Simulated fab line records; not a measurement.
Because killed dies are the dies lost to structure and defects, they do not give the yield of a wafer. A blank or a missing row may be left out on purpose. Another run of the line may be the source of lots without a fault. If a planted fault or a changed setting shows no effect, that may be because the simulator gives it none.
fab line records	flow n5Finfet
record: lots: 7	wafers: 39
route steps=1938 shown DUMMY_GATE@228 HKMG_FIN@413 MOL_CONTACT_COAG@538
startH: the number of hours between the record's first day and the start of the first shown wafer of the lot	waitH: hours since the lot's step before	" unchanged from the row above	L1.1+2: one row covering several wafers at once	- no value, or no start was given	* or withheld: withheld	< > ~ a bound
route shown NAME@n: NAME is a module with steps in the file, n the number in the route of the first one	usual: mean/standard deviation of fault-free wafers	same: alike in all rows	chamber/n: place in a boat	sites: readings site by site	_std_site: the values' standard deviation	_edge_site: inner sites' mean taken away from outer sites' mean	radiusMm: how far each site lies from the wafer's centre	mask NAME#n: copy n	behind: tool/chamber where the wafer was last shaped	hold: the reason the lot was held/the length of the hold in hours/how it ended	device: transistor that didn't switch, given as n, p or np	end of line: the same wafers' tests at the end of the route	a step without rows: its recipe alone	killed: not the wafer's yield, but the dies lost to structure and defects at the first sort	map: a wafer's dies, x killed, . not, _ none there
set.NAME: the run value of the setting; set.NAME@STEP: its run value at that earlier step	model.NAME: the simulator's own value behind a step, which no gauge read
lots whose settings were changed on purpose; a table a step, a row a wafer
== steps ==
step: N5_DUMMY_GATE_EXPOSE_12
recipe: maskId: GATE	na: 0.33	sourceShape: annular	sigmaInner: 0.2	sigmaOuter: 0.6	polarization: unpolarized	targetCdNm: 25	doseMj: 34
lot.wafer	tool	chamber	startH	waitH	mask	set.doseMj
L075.1+2+3+4+5+6	euvScanner-01	0	51.37	-	GATE#0	34
L077.1+2+6	euvScanner-02	0	63.64	-	GATE#0	34
L077.3+4+5	"	0	"	"	GATE#0	32.62
L080.1+2+3+4+5+6	euvScanner-01	0	83.63	-	GATE#0	34
L088.1+3+4	euvScanner-02	0	130.46	-	GATE#0	34
L088.2+5+6	"	0	"	"	GATE#0	36.49
L091.2+4+6	euvScanner-02	0	152.22	-	GATE#0	34
L092.1+2+3	euvScanner-02	0	153.16	-	GATE#0	34
L092.4+5+6	"	0	"	"	GATE#0	31.97
L094.1+2+4	euvScanner-01	0	165.35	-	GATE#0	32.64
L094.3+5+6	"	0	"	"	GATE#0	34
step: N5_DUMMY_GATE_PEB_13
recipe: pebTempC: 100	pebTimeS: 60	resist: CAR-EUV
step: N5_DUMMY_GATE_DEVELOP_14
recipe: developTimeS: 30	developer: TMAH	resist: CAR-EUV	rinseLiquid: surfactantRinse	dry: airSpin	devTempC: 23
step: N5_DUMMY_GATE_CD_MEAS_15
recipe: targetCdNm: 25.8	landingEnergyEv: 500	detector: seInlens
usual: cdNm: 24.97/0.23
lot.wafer	tool	chamber	startH	waitH	set.doseMj@DUMMY_GATE_EXPOSE_12	cdNm
L075.1	cdSem-03	0	51.50	-	34	25.13
L075.2	"	0	"	"	34	24.92
L075.3	"	0	"	"	34	25.07
L075.4	"	0	"	"	34	25.30
L075.5	"	0	"	"	34	25.13
L075.6	"	0	"	"	34	25.06
L077.1	cdSem-01	0	63.77	-	34	24.54
L077.2	"	0	"	"	34	25.20
L077.3	"	0	"	"	32.62	26.29
L077.4	"	0	"	"	32.62	25.39
L077.5	"	0	"	"	32.62	25.93
L077.6	"	0	"	"	34	24.98
L080.1	cdSem-03	0	83.75	-	34	25.12
L080.2	"	0	"	"	34	24.55
L080.3	"	0	"	"	34	25.38
L080.4	"	0	"	"	34	25.44
L080.5	"	0	"	"	34	25.11
L080.6	"	0	"	"	34	24.75
L088.1	cdSem-03	0	130.59	-	34	25.25
L088.2	"	0	"	"	36.49	23.59
L088.3	"	0	"	"	34	24.68
L088.4	"	0	"	"	34	25.06
L088.5	"	0	"	"	36.49	23.84
L088.6	"	0	"	"	36.49	23.59
L091.2	cdSem-01	0	152.34	-	34	24.60
L091.4	"	0	"	"	34	24.50
L091.6	"	0	"	"	34	24.90
L092.1	cdSem-02	0	153.29	-	34	25.17
L092.2	"	0	"	"	34	24.64
L092.3	"	0	"	"	34	24.67
L092.4	"	0	"	"	31.97	26.13
L092.5	"	0	"	"	31.97	25.76
L092.6	"	0	"	"	31.97	25.81
L094.1	cdSem-03	0	165.48	-	32.64	25.72
L094.2	"	0	"	"	32.64	25.66
L094.3	"	0	"	"	34	24.84
L094.4	"	0	"	"	32.64	25.83
L094.5	"	0	"	"	34	25.09
L094.6	"	0	"	"	34	25.25
step: N5_DUMMY_GATE_STRIP_38
recipe: chemistry: N2/H2	tempC: 40	n2FlowSccm: 200	h2FlowSccm: 200	rfFrequencyHz: 6e+07
step: N5_DUMMY_GATE_STRIP_39
recipe: chemistry: N2/H2	tempC: 40	n2FlowSccm: 200	h2FlowSccm: 200	rfFrequencyHz: 6e+07
step: N5_DUMMY_GATE_TRIM_49
recipe: chemistry: O2	resist: SOC	timeS: 29	targetCdNm: 14	sourcePowerW: 300	biasPowerW: 0	O2_flow_sccm: 100	tempC: 20
lot.wafer	tool	chamber	startH	waitH	set.doseMj@DUMMY_GATE_EXPOSE_12	model.DUMMY_GATE.cdNm
L075.1	rieSi-06	2	51.91	0.0	34	14
L075.2+5	"	1,3	"	"	34	13.8
L075.3	"	3	"	"	34	13.6
L075.4+6	"	0	"	"	34	14.2
L077.1	rieSi-02	3	64.74	0.0	34	14
L077.2+6	"	0,2	"	"	34	14.2
L077.3	"	2	"	"	32.62	15
L077.4+5	"	0,3	"	"	32.62	14.8
L080.1+2+3+4	rieSi-05	1,3,0,2	84.11	0.0	34	13.8
L080.5+6	"	3,0	"	"	34	13.6
L088.1+3	rieSi-02	1,0	130.94	0.0	34	13.8
L088.2+6	"	2,0	"	"	36.49	12.8
L088.4	"	3	"	"	34	14.2
L088.5	"	1	"	"	36.49	12.6
L091.2	rieSi-06	2	152.73	0.0	34	14
L091.4	"	0	"	"	34	14.2
L091.6	"	1	"	"	34	13.6
L092.1	rieSi-02	2	153.75	0.0	34	14.2
L092.2+3	"	1,0	"	"	34	13.8
L092.4	"	3	"	"	31.97	15.2
L092.5+6	"	2,3	"	"	31.97	15
L094.1+4	rieSi-06	1,2	165.84	0.0	32.64	14.8
L094.2	"	0	"	"	32.64	15
L094.3	"	3	"	"	34	13.8
L094.5+6	"	1,0	"	"	34	14
step: N5_DUMMY_GATE_STRIP_40
recipe: chemistry: CF4	resist: SiARC	powerW: 300	biasPowerW: 75	pressureMtorr: 50	cf4FlowSccm: 150	rfFrequencyHz: 6e+07
step: N5_DUMMY_GATE_CD_MEAS_50
recipe: targetCdNm: 14
usual: cdNm: 13.98/0.26
lot.wafer	tool	chamber	startH	waitH	set.doseMj@DUMMY_GATE_EXPOSE_12	cdNm
L075.1	cdSem-03	-	52.06	0.0	34	14.01
L075.2	"	-	"	"	34	13.95
L075.3	"	-	"	"	34	14.06
L075.4	"	-	"	"	34	14.00
L075.5	"	-	"	"	34	13.80
L075.6	"	-	"	"	34	14.24
L077.1	cdSem-02	-	64.90	0.0	34	14.20
L077.2	"	-	"	"	34	14.03
L077.3	"	-	"	"	32.62	14.81
L077.4	"	-	"	"	32.62	14.96
L077.5	"	-	"	"	32.62	14.63
L077.6	"	-	"	"	34	14.09
L080.1	cdSem-03	-	84.58	0.0	34	13.53
L080.2	"	-	"	"	34	14.08
L080.3	"	-	"	"	34	14.07
L080.4	"	-	"	"	34	13.76
L080.5	"	-	"	"	34	13.76
L080.6	"	-	"	"	34	13.43
L088.1	cdSem-03	-	131.09	0.0	34	13.95
L088.2	"	-	"	"	36.49	12.71
L088.3	"	-	"	"	34	13.79
L088.4	"	-	"	"	34	14.17
L088.5	"	-	"	"	36.49	12.60
L088.6	"	-	"	"	36.49	12.48
L091.2	cdSem-01	-	152.90	0.0	34	13.50
L091.4	"	-	"	"	34	14.08
L091.6	"	-	"	"	34	13.47
L092.1	cdSem-03	-	153.90	0.0	34	14.35
L092.2	"	-	"	"	34	14.04
L092.3	"	-	"	"	34	13.76
L092.4	"	-	"	"	31.97	15.64
L092.5	"	-	"	"	31.97	15.01
L092.6	"	-	"	"	31.97	15.10
L094.1	cdSem-01	-	165.99	0.0	32.64	14.68
L094.2	"	-	"	"	32.64	14.90
L094.3	"	-	"	"	34	13.74
L094.4	"	-	"	"	32.64	15.01
L094.5	"	-	"	"	34	13.93
L094.6	"	-	"	"	34	14.20
step: N5_DUMMY_GATE_ETCH_31
recipe: chemistry: C4F6/O2	target: SiO2	maskMaterial: SOC	targetDepthA: 825	timeS: 27.5	ionEnergyEv: 250	pressureMtorr: 30	sourceW: 345	biasW: 185	Ar_flow_sccm: 300	C4F6_flow_sccm: 10	O2_flow_sccm: 10
step: N5_DUMMY_GATE_STRIP_41
recipe: chemistry: O2	powerW: 400	tempC: 40	pressureMtorr: 30	rfFrequencyHz: 6e+07	biasPowerW: 0	overashFraction: 0.3	o2FlowSccm: 225
step: N5_DUMMY_GATE_ETCH_32
recipe: chemistry: CF4	target: SiO2	targetDepthA: 35	timeS: 3.9	ionEnergyEv: 350	pressureMtorr: 10	icpW: 800	biasW: 400	cf4FlowSccm: 80
step: N5_DUMMY_GATE_ETCH_23
recipe: chemistry: HBr/Cl2/O2	HBr_flow_sccm: 150	Cl2_flow_sccm: 80	O2_flow_sccm: 12	biasW: 102	targetDepthA: 410	timeS: 22.3	target: poly-Si	maskMaterial: SiO2	pressureMtorr: 10	icpW: 800
step: N5_DUMMY_GATE_ETCH_44
recipe: chemistry: HBr/O2	overEtchFrac: 0.7	targetDepthA: 1275	stopOn: SiO2	ionEnergyEv: 60	biasW: 20	target: poly-Si	maskMaterial: SiO2	pressureMtorr: 20	icpW: 400	HBr_flow_sccm: 120	O2_flow_sccm: 10
lot.wafer	tool	chamber	startH	waitH	set.doseMj@DUMMY_GATE_EXPOSE_12	model.DUMMY_GATE.cdNm
L075.1+2	rieSi-02	2,3	52.51	0.0	34	14.8
L075.3+5	"	1,2	"	"	34	14.6
L075.4	"	1	"	"	34	15.2
L075.6	"	3	"	"	34	15.4
L077.1+6	rieSi-05	3,2	65.30	0.0	34	15.2
L077.2	"	2	"	"	34	15.4
L077.3	"	0	"	"	32.62	16.2
L077.4+5	"	1,3	"	"	32.62	15.8
L080.1+2+3	rieSi-05	3,0,1	85.28	0.0	34	14.8
L080.4	"	2	"	"	34	15
L080.5+6	"	0,3	"	"	34	14.6
L088.1+4	rieSi-05	1,2	131.91	0.0	34	15
L088.2+6	"	0,1	"	"	36.49	13.6
L088.3	"	3	"	"	34	14.8
L088.5	"	2	"	"	36.49	13.4
L091.2	rieSi-05	1	153.28	0.0	34	14.8
L091.4	"	3	"	"	34	15
L091.6	"	2	"	"	34	14.6
L092.1	rieSi-06	1	154.47	0.0	34	15.2
L092.2	"	2	"	"	34	14.6
L092.3	"	0	"	"	34	14.8
L092.4	"	3	"	"	31.97	16.2
L092.5	"	1	"	"	31.97	15.8
L092.6	"	2	"	"	31.97	16
L094.1+4	rieSi-02	0,3	166.37	0.0	32.64	15.6
L094.2	"	2	"	"	32.64	16
L094.3	"	1	"	"	34	14.8
L094.5	"	3	"	"	34	15
L094.6	"	0	"	"	34	15.2
step: N5_DUMMY_GATE_CD_MEAS_24
recipe: targetCdNm: 15
usual: cdNm: 15.0/0.31
lot.wafer	tool	chamber	startH	waitH	set.doseMj@DUMMY_GATE_EXPOSE_12	cdNm
L075.1	cdSem-03	-	52.62	0.1	34	14.6
L075.2	"	-	"	"	34	14.9
L075.3	"	-	"	"	34	14.6
L075.4	"	-	"	"	34	14.7
L075.5	"	-	"	"	34	14.9
L075.6	"	-	"	"	34	15.6
L077.1	cdSem-01	-	65.41	0.1	34	15.0
L077.2	"	-	"	"	34	14.9
L077.3	"	-	"	"	32.62	16.2
L077.4	"	-	"	"	32.62	16.0
L077.5	"	-	"	"	32.62	16.0
L077.6	"	-	"	"	34	15.4
L080.1	cdSem-03	-	85.39	0.1	34	14.8
L080.2	"	-	"	"	34	14.2
L080.3	"	-	"	"	34	14.4
L080.4	"	-	"	"	34	15.0
L080.5	"	-	"	"	34	14.3
L080.6	"	-	"	"	34	14.8
L088.1	cdSem-02	-	132.02	0.1	34	15.4
L088.2	"	-	"	"	36.49	13.6
L088.3	"	-	"	"	34	14.7
L088.4	"	-	"	"	34	14.8
L088.5	"	-	"	"	36.49	13.1
L088.6	"	-	"	"	36.49	13.7
L091.2	cdSem-02	-	153.40	0.1	34	14.9
L091.4	"	-	"	"	34	14.7
L091.6	"	-	"	"	34	14.6
L092.1	cdSem-01	-	154.58	0.1	34	14.9
L092.2	"	-	"	"	34	14.4
L092.3	"	-	"	"	34	14.8
L092.4	"	-	"	"	31.97	16.0
L092.5	"	-	"	"	31.97	16.0
L092.6	"	-	"	"	31.97	15.9
L094.1	cdSem-01	-	166.48	0.1	32.64	15.6
L094.2	"	-	"	"	32.64	15.9
L094.3	"	-	"	"	34	14.7
L094.4	"	-	"	"	32.64	15.6
L094.5	"	-	"	"	34	14.9
L094.6	"	-	"	"	34	15.3
step: N5_DUMMY_GATE_ETCH_42
recipe: chemistry: CHF3/O2	target: SiO2	targetDepthA: 35	timeS: 31	ionEnergyEv: 30	biasW: 12	pressureMtorr: 30	sourceW: 600	Ar_flow_sccm: 200	CHF3_flow_sccm: 50	O2_flow_sccm: 5
usual: rfVppV: 42.4/0.87
lot.wafer	tool	chamber	startH	waitH	set.biasW	rfVppV
L075.1	rieDiel-05	1	52.67	0.0	13.32	45.3
L075.2	"	0	"	"	12	41.1
L075.3	"	2	"	"	13.32	43.7
L075.4	"	3	"	"	12	42.7
L075.5	"	1	"	"	12	42.0
L075.6	"	2	"	"	13.32	46.3
L077.1	rieDiel-06	1	65.46	0.0	11.01	39.2
L077.2	"	2	"	"	11.01	39.8
L077.3	"	0	"	"	12	42.0
L077.4	"	2	"	"	12	42.5
L077.5	"	1	"	"	11.01	40.5
L077.6	"	0	"	"	12	42.3
L080.1	rieDiel-05	1	85.44	0.0	12	42.1
L080.2	"	2	"	"	12	41.7
L080.3	"	3	"	"	12	42.8
L080.4	"	0	"	"	12	43.4
L080.5	"	0	"	"	12	41.7
L080.6	"	1	"	"	12	43.0
L088.1	rieDiel-05	1	132.18	0.2	9.709	36.6
L088.2	"	0	"	"	9.709	36.4
L088.3	"	2	"	"	12	42.1
L088.4	"	3	"	"	12	41.8
L088.5	"	2	"	"	9.709	35.2
L088.6	"	3	"	"	12	42.7
L091.2	rieDiel-06	0	153.48	0.1	12	41.5
L091.4	"	2	"	"	12	41.9
L091.6	"	2	"	"	12	41.6
L092.1	rieDiel-03	2	154.65	0.1	12	43.6
L092.2	"	1	"	"	12	41.5
L092.3	"	0	"	"	14.12	47.6
L092.4	"	3	"	"	12	42.6
L092.5	"	2	"	"	14.12	47.9
L092.6	"	3	"	"	14.12	47.5
L094.1	rieDiel-06	1	166.53	0.0	12	42.7
L094.2	"	0	"	"	13.53	46.4
L094.3	"	3	"	"	12	41.7
L094.4	"	2	"	"	12	43.7
L094.5	"	2	"	"	13.53	46.7
L094.6	"	3	"	"	13.53	47.2
step: N5_HKMG_FIN_CVD_62
recipe: material: a-Si	targetThkA: 30	tempC: 500	precursor: Si2H6	pressureTorr: 1	timeS: 20.8
lot.wafer	tool	chamber	startH	waitH	set.targetThkA	model.a-Si_of_HKMG_FIN_CVD_62.thkNm
L075.1+3+5	thermalCvdSi-01	2,1,1	79.04	0.2	30	3.2
L075.2+4	"	1,2	"	"	26.76	2.8
L075.6	"	2	"	"	26.76	3
L077.1	thermalCvdSi-01	1	90.67	0.2	34.1	3.6
L077.2+3+5	"	2,2,1	"	"	30	3
L077.4+6	"	1,2	"	"	34.1	3.4
L080.1+2+3+4+5+6	thermalCvdSi-02	1,0,2,0,2,1	111.01	0.2	30	3
L088.1+5+6	thermalCvdSi-02	1,1,0	157.93	0.2	27.34	3
L088.2+3	"	2,0	"	"	30	3.2
L088.4	"	2	"	"	30	3
L091.2+4+6	thermalCvdSi-01	2,0,1	178.05	0.2	30	3
L092.1+6	thermalCvdSi-02	1	179.36	0.2	30	2.8
L092.2	"	0	"	"	30	3
L092.3+4+5	"	2,0,2	"	"	26.7	2.6
L094.1+4	thermalCvdSi-02	2	192.83	0.2	30	3
L094.2+3+5+6	"	1,0,1,0	"	"	30	3.2
step: N5_MOL_CONTACT_COAG_ETCH_110
recipe: chemistry: CF4/O2	target: Si	targetDepthA: 25	timeS: 8	pressureMtorr: 100	sourceW: 200	biasW: 12	ionEnergyEv: 60	Ar_flow_sccm: 100	cf4FlowSccm: 100	O2_flow_sccm: 10
usual: rfVppV: 127.8/1.9
lot.wafer	tool	chamber	startH	waitH	set.sourceW	rfVppV	model.etch.depthNm
L075.1	rieDiel-04	1	93.62	0.0	200	128.1	2.425
L075.2	"	2	"	"	200	127.0	2.406
L075.3	"	0	"	"	200	130.3	2.565
L075.4	"	3	"	"	200	126.3	2.517
L075.5	"	0	"	"	200	131.8	2.57
L075.6	"	3	"	"	200	126.8	2.532
L077.1	rieDiel-01	1	104.97	0.0	234.2	115.2	2.851
L077.2	"	3	"	"	200	129.0	2.516
L077.3	"	0	"	"	234.2	117.4	2.845
L077.4	"	1	"	"	200	126.0	2.513
L077.5	"	0	"	"	200	129.3	2.482
L077.6	"	3	"	"	234.2	116.9	2.915
L080.1	rieDiel-02	0	125.31	0.0	178.1	134.6	2.244
L080.2	"	2	"	"	200	126.2	2.527
L080.3	"	3	"	"	178.1	138.4	2.266
L080.4	"	3	"	"	200	129.6	2.51
L080.5	"	2	"	"	200	124.7	2.511
L080.6	"	0	"	"	178.1	136.0	2.248
L088.1	rieDiel-01	2	171.87	0.0	200	130.1	2.52
L088.2	"	1	"	"	200	126.7	2.541
L088.3	"	0	"	"	200	126.9	2.588
L088.4	"	3	"	"	200	128.4	2.556
L088.5	"	0	"	"	200	129.1	2.592
L088.6	"	3	"	"	200	129.2	2.566
L091.2	rieDiel-02	0	196.56	0.0	200	127.5	2.44
L091.4	"	3	"	"	200	130.4	2.499
L091.6	"	3	"	"	200	128.5	2.474
L092.1	rieDiel-02	3	197.64	0.0	169	145.9	2.161
L092.2	"	2	"	"	200	124.9	2.486
L092.3	"	1	"	"	169	145.1	2.174
L092.4	"	0	"	"	200	123.9	2.459
L092.5	"	3	"	"	169	145.7	2.186
L092.6	"	2	"	"	200	126.9	2.51
L094.1	rieDiel-02	0	207.67	0.0	200	126.5	2.457
L094.2	"	2	"	"	229.7	116.0	2.809
L094.3	"	1	"	"	200	129.1	2.494
L094.4	"	3	"	"	200	128.5	2.488
L094.5	"	0	"	"	229.7	116.4	2.763
L094.6	"	1	"	"	229.7	119.8	2.819
== key ==
split: step: N5_DUMMY_GATE_EXPOSE_12	setting: doseMj	stated: 34	by: wafer
response: step: N5_DUMMY_GATE_CD_MEAS_15	reading: cdNm	change: -0.186	per: 1%	r: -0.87
response: step: N5_DUMMY_GATE_TRIM_49	reading: model.DUMMY_GATE.cdNm	change: -0.183	per: 1%	r: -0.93
response: step: N5_DUMMY_GATE_CD_MEAS_50	reading: cdNm	change: -0.194	per: 1%	r: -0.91
response: step: N5_DUMMY_GATE_ETCH_44	reading: model.DUMMY_GATE.cdNm	change: -0.186	per: 1%	r: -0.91
response: step: N5_DUMMY_GATE_CD_MEAS_24	reading: cdNm	change: -0.208	per: 1%	r: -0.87
split: step: N5_DUMMY_GATE_ETCH_42	setting: biasW	stated: 12	by: wafer
response: step: N5_DUMMY_GATE_ETCH_42	reading: rfVppV	change: +0.305	per: 1%	r: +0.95
split: step: N5_HKMG_FIN_CVD_62	setting: targetThkA	stated: 30	by: wafer
response: step: N5_HKMG_FIN_CVD_62	reading: model.a-Si_of_HKMG_FIN_CVD_62.thkNm	change: +0.028	per: 1%	r: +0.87
split: step: N5_MOL_CONTACT_COAG_ETCH_110	setting: sourceW	stated: 200	by: wafer
response: step: N5_MOL_CONTACT_COAG_ETCH_110	reading: rfVppV	change: -0.887	per: 1%	r: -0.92
response: step: N5_MOL_CONTACT_COAG_ETCH_110	reading: model.etch.depthNm	change: +0.0214	per: 1%	r: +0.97
